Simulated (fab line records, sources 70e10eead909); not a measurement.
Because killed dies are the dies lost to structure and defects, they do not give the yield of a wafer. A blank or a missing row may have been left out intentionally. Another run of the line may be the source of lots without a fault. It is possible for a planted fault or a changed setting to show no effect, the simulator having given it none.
Matching of chambers | flow nand-harc | NHARC_A_CONTACT_ALD_18 on ald-metal-01 has 4 sister chambers
The step deposits TiN, target thk 3 nm, pulse time 1 s, ald cycles 150. 8 wafers are shown with their chamber, then 7 later ones without.

EACH WAFER AND ITS CHAMBER
wafer  | chamber | heater-power-w (W) | precursor-pulse-height-rel
L080.5 | 0       | 946                | 0.979
L082.2 | 1       | 960                | 0.981
L082.4 | 2       | 1044               | 1.013
L088.1 | 1       | 979                | 1.040
L088.2 | 2       | 1062               | 0.982
L088.4 | 3       | 966                | 1.024
L088.3 | 0       | 967                | 1.001
L088.5 | 3       | 962                | 1.027

WAFERS WITH NO CHAMBER GIVEN
wafer  | heater-power-w (W) | precursor-pulse-height-rel
L088.6 | 1015               | 1.013
L089.3 | 973                | 0.991
L089.4 | 1024               | 0.977
L089.6 | 996                | 1.020
L092.4 | 1022               | 1.009
L092.5 | 963                | 0.988
L092.6 | 983                | 1.005

CHAMBER TAKEN BY EACH
wafer  | from the rows above               | in truth
L088.6 | can't be placed: 2 or 1 or 3 or 0 | 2
L089.3 | can't be placed: 1 or 0 or 3      | 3
L089.4 | 2                                 | 2
L089.6 | can't be placed: 1 or 3 or 0      | 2
L092.4 | can't be placed: 2 or 1           | 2
L092.5 | can't be placed: 0 or 1 or 3      | 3
L092.6 | can't be placed: 1 or 3 or 0      | 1
1 of 7 placed correctly. Cannot be placed on the basis of these rows: 6; the candidates contain the true chamber in 5. 0 placed wrongly.
How it was worked out, from the rows above alone: a wafer's distance from a chamber is the root of the sum, over the readings, of the square of ((its reading less the chamber's mean) divided by the reading's scatter). The wafer belongs to the nearest chamber; if the next one is less than 2 further off, it can't be placed. The mean given for a chamber averages the wafers shown for that chamber. The scatter: take each reading less its chamber's mean, square it, sum over the shown wafers, divide by the number of wafers less the number of chambers, and take the root.
